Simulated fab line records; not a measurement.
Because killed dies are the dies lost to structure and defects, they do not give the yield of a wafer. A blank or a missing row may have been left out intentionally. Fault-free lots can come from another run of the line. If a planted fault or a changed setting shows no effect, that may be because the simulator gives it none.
fab line records + flow nand_harc
record:
- lots: 4
- wafers: 10
- last_day: 34
route steps=1302 shown A_ONON_D1@438 A_CHANNEL_HOLE_D1@450 END@1302
lots that met no fault: taken from a fault-free run of the same line
start_h: hours from the record's first day to the start of the lot's first wafer shown + wait_h: hours from the lot's prior step to this one + " repeats the value in the row above + L1.1+2: a row that stands for several wafers + - no value present, or no start provided + * or withheld: withheld + < > ~ a bound
route shown NAME@n: a module of which the file shows steps, and the number in the route of the first + usual: mean/standard deviation of fault-free wafers + same: alike in all rows + chamber/n: place in a boat + sites: each site's reading + _std_site: standard deviation of those values + _edge_site: the outer-site mean with the inner-site mean subtracted + radius_mm: how far each site lies from the wafer's centre + mask NAME#n: copy n + behind: the tool/chamber that last shaped the wafer + hold: what put the lot on hold/how long, in hours/how the hold closed + device: the transistor (n, p or np) that didn't switch + end of line: tests run on the same wafers once the route is complete + a step given without rows: its recipe and nothing more + killed: the dies lost at the first sort to structure and to defects; this is not the yield of the wafer + map: the dies of a wafer, with x for killed, . for not killed, _ for no die there
set.NAME: setting as actually run; set.NAME@STEP: the setting as run at that earlier step + model.NAME: the simulator's own value behind a step, which no gauge read
a table for each step, a row for each wafer; lots at some steps of the route
services: from which hour (start_h, from the record's first day; less than 0 if before it) a tool's chamber was out of use, for how many hours, and why
== steps ==
step: NHARC_A_ONON_D1_DEP_19
recipe:
- target_thk_a: 10000
- n2_flow_sccm: 2750
- n2o_flow_sccm: 2000
- nh3_flow_sccm: 500
- sih4_flow_sccm: 210
- temp_c: 400
step: NHARC_A_ONON_D1_DEP_22
recipe:
- target_thk_a: 10000
- n2_flow_sccm: 2750
- n2o_flow_sccm: 2000
- nh3_flow_sccm: 500
- sih4_flow_sccm: 210
- temp_c: 400
step: NHARC_A_ONON_D1_DEP_25
recipe:
- target_thk_a: 10000
- n2_flow_sccm: 2750
- n2o_flow_sccm: 2000
- nh3_flow_sccm: 500
- sih4_flow_sccm: 210
- temp_c: 400
step: NHARC_A_ONON_D1_DEP_28
recipe:
- target_thk_a: 10000
- n2_flow_sccm: 2750
- n2o_flow_sccm: 2000
- nh3_flow_sccm: 500
- sih4_flow_sccm: 210
- temp_c: 400
step: NHARC_A_ONON_D1_DEP_33
recipe:
- target_thk_a: 2000
- temp_c: 400
- pressure_torr: 6.5
- rf_w: 900
- teos_flow_sccm: 161.4
- flow_sccm: 2650
- target_thk_nm: 200
- gas: O2
- material: SiO2
step: NHARC_A_CHANNEL_HOLE_D1_DEP_00
recipe:
- target_thk_a: 31000
- temp_c: 400
- material: aC
usual:
- throttle_valve_pct: 35.000/0.0091
| lot.wafer | tool       | chamber | start_h | wait_h | throttle_valve_pct |
|-----------|------------|---------|---------|--------|--------------------|
| L863.5    | acl_dep-02 | 0       | 189.64  | 2.9    | 34.994             |
| L863.6    | "          | 0       | "       | "      | 35.006             |
| L862.2    | acl_dep-02 | 0       | 190.59  | 3.8    | 34.993             |
| L862.6    | "          | 0       | 191.87  | 5.1    | 35.004             |
| L883.1    | acl_dep-02 | 0       | 392.60  | 0.1    | 35.008             |
| L883.3    | "          | 0       | "       | "      | 35.005             |
| L883.5    | "          | 0       | "       | "      | 35.003             |
| L884.2    | acl_dep-01 | 0       | 414.90  | 0.4    | 34.996             |
| L884.4    | "          | 0       | "       | "      | 35.002             |
| L884.6    | "          | 0       | "       | "      | 34.994             |
step: NHARC_A_CHANNEL_HOLE_D1_DEP_01
recipe:
- target_thk_a: 1400
- target_thk_nm: 140
- temp_c: 400
- pressure_torr: 3.5
- flow_sccm: 200
- rf_w: 350
- material: SiON
step: NHARC_A_CHANNEL_HOLE_D1_DEHYDRATE_02
recipe:
- temp_c: 150
- time_s: 120
step: NHARC_A_CHANNEL_HOLE_D1_HMDS_03
recipe:
- time_s: 30
step: NHARC_A_CHANNEL_HOLE_D1_COAT_36
recipe:
- temp_c: 260
- time_s: 75
step: NHARC_A_CHANNEL_HOLE_D1_COAT_37
recipe:
- temp_c: 225
- time_s: 65
step: NHARC_A_CHANNEL_HOLE_D1_COAT_04
recipe:
- spin_rpm: 1500
- resist_thk_nm: 90
step: NHARC_A_CHANNEL_HOLE_D1_SOFTBAKE_05
recipe:
- temp_c: 105
- time_s: 55
step: NHARC_A_CHANNEL_HOLE_D1_EBR_06
step: NHARC_A_CHANNEL_HOLE_D1_EXPOSE_07
recipe:
- na: 1.35
- target_cd_nm: 100
- sigma_outer: 0.3
- dose_mj: 59.65
- mask_id: HOLE_D1
step: NHARC_A_CHANNEL_HOLE_D1_PEB_08
recipe:
- peb_temp_c: 100
- peb_time_s: 65
step: NHARC_A_CHANNEL_HOLE_D1_DEVELOP_09
recipe:
- develop_time_s: 35
- dev_temp_c: 23
step: NHARC_A_CHANNEL_HOLE_D1_DESCUM_15
recipe:
- time_s: 3
- o2_flow_sccm: 200
- ar_flow_sccm: 0
- bias_power_w: 0
- chemistry: O2
step: NHARC_A_CHANNEL_HOLE_D1_ETCH_38
recipe:
- target_depth_a: 390
- over_etch_frac: 0.3
- time_s: 65
- ion_energy_ev: 80
- cf4_flow_sccm: 150
- ar_flow_sccm: 0
- rf_w: 300
- bias_w: 100
- chemistry: CF4
step: NHARC_A_CHANNEL_HOLE_D1_ETCH_39
recipe:
- target_depth_a: 2600
- over_etch_frac: 0.3
- time_s: 325
- ion_energy_ev: 200
- n2_flow_sccm: 150
- h2_flow_sccm: 150
- ar_flow_sccm: 0
- rf_w: 400
- bias_w: 150
- chemistry: N2/H2
step: NHARC_A_CHANNEL_HOLE_D1_ETCH_34
recipe:
- target_depth_a: 1540
- time_s: 77
- cf4_flow_sccm: 100
- chf3_flow_sccm: 30
- ar_flow_sccm: 0
- rf_w: 500
- bias_w: 200
- chemistry: CF4/CHF3
step: NHARC_A_CHANNEL_HOLE_D1_ETCH_16
recipe:
- target_depth_a: 31000
- over_etch_frac: 0.3
- time_s: 806
- ion_energy_ev: 150
- o2_flow_sccm: 400
- cos_flow_sccm: 20
- ar_flow_sccm: 0
- rf_w: 500
- bias_w: 300
- chemistry: O2/COS
step: NHARC_A_CHANNEL_HOLE_D1_ETCH_19
recipe:
- bias_v: 1200
- source_w: 2500
- pressure_mtorr: 15
- time_s: 34.5
- ar_flow_sccm: 375
- c4f8_flow_sccm: 28.8
- o2_flow_sccm: 96.2
- temp_c: -20
- target_depth_a: *
- chemistry: C4F8/O2/Ar
step: NHARC_A_CHANNEL_HOLE_D1_ETCH_20
recipe:
- bias_v: 3000
- source_w: withheld
- pressure_mtorr: 20
- time_s: 361.9
- ar_flow_sccm: 375
- c4f8_flow_sccm: 89.3
- o2_flow_sccm: 35.7
- temp_c: -20
- target_depth_a: 16000
- chemistry: C4F8/O2/Ar
step: NHARC_A_CHANNEL_HOLE_D1_ETCH_21
recipe:
- bias_v: 3000
- source_w: withheld
- pressure_mtorr: 20
- time_s: 514.3
- ar_flow_sccm: 375
- c4f8_flow_sccm: 89.3
- o2_flow_sccm: 35.7
- temp_c: -20
- target_depth_a: 16000
- chemistry: C4F8/O2/Ar
step: NHARC_A_CHANNEL_HOLE_D1_ETCH_22
recipe:
- bias_v: 3000
- source_w: withheld
- pressure_mtorr: 20
- time_s: 666.7
- ar_flow_sccm: 375
- c4f8_flow_sccm: 89.3
- o2_flow_sccm: 35.7
- temp_c: -20
- target_depth_a: 16000
- chemistry: C4F8/O2/Ar
step: NHARC_A_CHANNEL_HOLE_D1_ETCH_23
recipe:
- bias_v: 5000
- source_w: withheld
- pressure_mtorr: 20
- time_s: 819
- ar_flow_sccm: 375
- c4f8_flow_sccm: 89.3
- o2_flow_sccm: 35.7
- temp_c: -20
- target_depth_a: 16000
- chemistry: C4F8/O2/Ar
step: NHARC_A_CHANNEL_HOLE_D1_ETCH_24
recipe:
- bias_v: 5000
- source_w: withheld
- pressure_mtorr: 20
- time_s: 906.2
- ar_flow_sccm: 375
- c4f8_flow_sccm: 93.8
- o2_flow_sccm: 31.2
- temp_c: -20
- target_depth_a: 15000
- chemistry: C4F8/O2/Ar
step: NHARC_A_CHANNEL_HOLE_D1_ETCH_25
recipe:
- bias_v: 5000
- source_w: withheld
- pressure_mtorr: 20
- time_s: 1040.2
- ar_flow_sccm: 375
- c4f8_flow_sccm: 93.8
- o2_flow_sccm: 31.2
- temp_c: -20
- target_depth_a: 15000
- chemistry: C4F8/O2/Ar
step: NHARC_A_CHANNEL_HOLE_D1_ETCH_26
recipe:
- bias_v: 300
- source_w: 2000
- pressure_mtorr: 30
- time_s: 224.1
- ar_flow_sccm: 375
- c4f8_flow_sccm: 11.4
- o2_flow_sccm: 113.6
- temp_c: -20
- target_depth_a: 3000
- chemistry: C4F8/O2/Ar
step: NHARC_A_CHANNEL_HOLE_D1_ETCH_33
recipe:
- bias_v: 400
- source_w: 2000
- pressure_mtorr: 25
- time_s: 90
- ar_flow_sccm: 375
- c4f8_flow_sccm: 41.7
- o2_flow_sccm: 83.3
- temp_c: -20
- target_depth_a: 4000
- chemistry: C4F8/O2/Ar
step: NHARC_END_SORT_01
recipe:
- temp_c: 25
usual:
- killed_at_array: 55/15
- killed_at_other: 1.0/1.2
- killed_at_periphery: 3.4/2.2
- killed_dies: 59/15
- killed_open: 3.2/2
- killed_short: 2.5/1.7
same:
- gross_dies: 677
| lot.wafer | tool      | chamber | start_h | wait_h | killed_at_array | killed_at_other | killed_at_periphery | killed_dies | killed_open | killed_short |
|-----------|-----------|---------|---------|--------|-----------------|-----------------|---------------------|-------------|-------------|--------------|
| L862.2    | prober-01 | 0       | 571.22  | 2.8    | 675             | 2               | 0                   | 677         | 4           | 2            |
| L863.5    | prober-02 | 0       | 575.64  | 3.6    | 673             | 2               | 2                   | 677         | 3           | 2            |
killed by level:class
L862.2 A_CHANNEL_HOLE_D1:area_dep=604 A_CHANNEL_HOLE_D1:chamber_film_flake=36 A_CHANNEL_HOLE_D2:chamber_film_flake=13 A_CONTACT:chamber_film_flake=6 A_STAIRCASE:chamber_film_flake=5 A_BONDPAD:chamber_film_flake=3 A_ONON_D1:geometric_particle:open=2 THIN_TSV:chamber_film_flake=2
L863.5 A_CHANNEL_HOLE_D1:area_dep=629 A_SLIT:chamber_film_flake=22 A_CHANNEL_HOLE_D2:chamber_film_flake=7 A_CHANNEL_HOLE_D1:chamber_film_flake=6 A_DECK1_JOINT:chamber_film_flake=2 A_CONTACT:unspecified=2 A_CONTACT:chamber_film_flake=2 P_GATE:geometric_particle:open=1
map L862.2 (x killed, . not)
____________x____________
_________xxxxxxx_________
_______xxxxxxxxxxx_______
______xxxxxxxxxxxxx______
_____xxxxxxxxxxxxxxx_____
____xxxxxxxxxxxxxxxxx____
____xxxxxxxxxxxxxxxxx____
___xxxxxxxxxxxxxxxxxxx___
___xxxxxxxxxxxxxxxxxxx___
__xxxxxxxxxxxxxxxxxxxxx__
__xxxxxxxxxxxxxxxxxxxxx__
_xxxxxxxxxxxxxxxxxxxxxxx_
_xxxxxxxxxxxxxxxxxxxxxxx_
_xxxxxxxxxxxxxxxxxxxxxxx_
_xxxxxxxxxxxxxxxxxxxxxxx_
_xxxxxxxxxxxxxxxxxxxxxxx_
xxxxxxxxxxxxxxxxxxxxxxxxx
xxxxxxxxxxxxxxxxxxxxxxxxx
xxxxxxxxxxxxxxxxxxxxxxxxx
xxxxxxxxxxxxxxxxxxxxxxxxx
xxxxxxxxxxxxxxxxxxxxxxxxx
_xxxxxxxxxxxxxxxxxxxxxxx_
_xxxxxxxxxxxxxxxxxxxxxxx_
_xxxxxxxxxxxxxxxxxxxxxxx_
_xxxxxxxxxxxxxxxxxxxxxxx_
_xxxxxxxxxxxxxxxxxxxxxxx_
__xxxxxxxxxxxxxxxxxxxxx__
__xxxxxxxxxxxxxxxxxxxxx__
___xxxxxxxxxxxxxxxxxxx___
___xxxxxxxxxxxxxxxxxxx___
____xxxxxxxxxxxxxxxxx____
____xxxxxxxxxxxxxxxxx____
_____xxxxxxxxxxxxxxx_____
______xxxxxxxxxxxxx______
_______xxxxxxxxxxx_______
_________xxxxxxx_________
____________x____________
map L863.5 (x killed, . not)
____________x____________
_________xxxxxxx_________
_______xxxxxxxxxxx_______
______xxxxxxxxxxxxx______
_____xxxxxxxxxxxxxxx_____
____xxxxxxxxxxxxxxxxx____
____xxxxxxxxxxxxxxxxx____
___xxxxxxxxxxxxxxxxxxx___
___xxxxxxxxxxxxxxxxxxx___
__xxxxxxxxxxxxxxxxxxxxx__
__xxxxxxxxxxxxxxxxxxxxx__
_xxxxxxxxxxxxxxxxxxxxxxx_
_xxxxxxxxxxxxxxxxxxxxxxx_
_xxxxxxxxxxxxxxxxxxxxxxx_
_xxxxxxxxxxxxxxxxxxxxxxx_
_xxxxxxxxxxxxxxxxxxxxxxx_
xxxxxxxxxxxxxxxxxxxxxxxxx
xxxxxxxxxxxxxxxxxxxxxxxxx
xxxxxxxxxxxxxxxxxxxxxxxxx
xxxxxxxxxxxxxxxxxxxxxxxxx
xxxxxxxxxxxxxxxxxxxxxxxxx
_xxxxxxxxxxxxxxxxxxxxxxx_
_xxxxxxxxxxxxxxxxxxxxxxx_
_xxxxxxxxxxxxxxxxxxxxxxx_
_xxxxxxxxxxxxxxxxxxxxxxx_
_xxxxxxxxxxxxxxxxxxxxxxx_
__xxxxxxxxxxxxxxxxxxxxx__
__xxxxxxxxxxxxxxxxxxxxx__
___xxxxxxxxxxxxxxxxxxx___
___xxxxxxxxxxxxxxxxxxx___
____xxxxxxxxxxxxxxxxx____
____xxxxxxxxxxxxxxxxx____
_____xxxxxxxxxxxxxxx_____
______xxxxxxxxxxxxx______
_______xxxxxxxxxxx_______
_________xxxxxxx_________
____________x____________
== services ==
| tool       | chamber | start_h | hours | kind   |
|------------|---------|---------|-------|--------|
| acl_dep-01 | -       | 190.13  | 13.0  | pm     |
| acl_dep-02 | -       | 244.02  | 13.0  | pm     |
| acl_dep-02 | -       | 348.14  | 8.1   | repair |
| acl_dep-01 | -       | 371.92  | 13.0  | pm     |
== key ==
first_sign:
- step: NHARC_END_SORT_01
- reading: killed_dies
- direction: up
- sigmas: 42
- usual: 59
- struck: 677
effect:
- step: NHARC_END_SORT_01
- reading: killed_at_array
- direction: up
- sigmas: 42
- usual: 55
- struck: 674
more_kills_born_at:
- NHARC_A_CHANNEL_HOLE_D1_DEP_00@acl_dep-02: 1233
met_at NHARC_A_CHANNEL_HOLE_D1_DEP_00
struck_wafers L862.2,L863.5
later_rows_left_out L862.2,L863.5
tester_left_out L862,L863
fault:
- kind: process_parameter_drift
- tool: acl_dep-02
- chamber: -
- onset_h: 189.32
- steps: NHARC_A_CHANNEL_HOLE_D1_DEP_00
- channel: target_thk_a
- offset: *
- shape: step
- end_h: 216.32
- scope: struck_wafers_only
- acts_in: *
- stated: *
tester_left_out: of these lots the tester's yield and bins aren't shown, on N5 and GAA mostly nor the transistor test; their killed dies are dies lost to structure and defects alone, not to doping, threshold or leakage, so they don't give the yield
later_rows_left_out: the simulator's readings of these wafers behind a module that went badly wrong aren't trusted and aren't shown, but for the sort
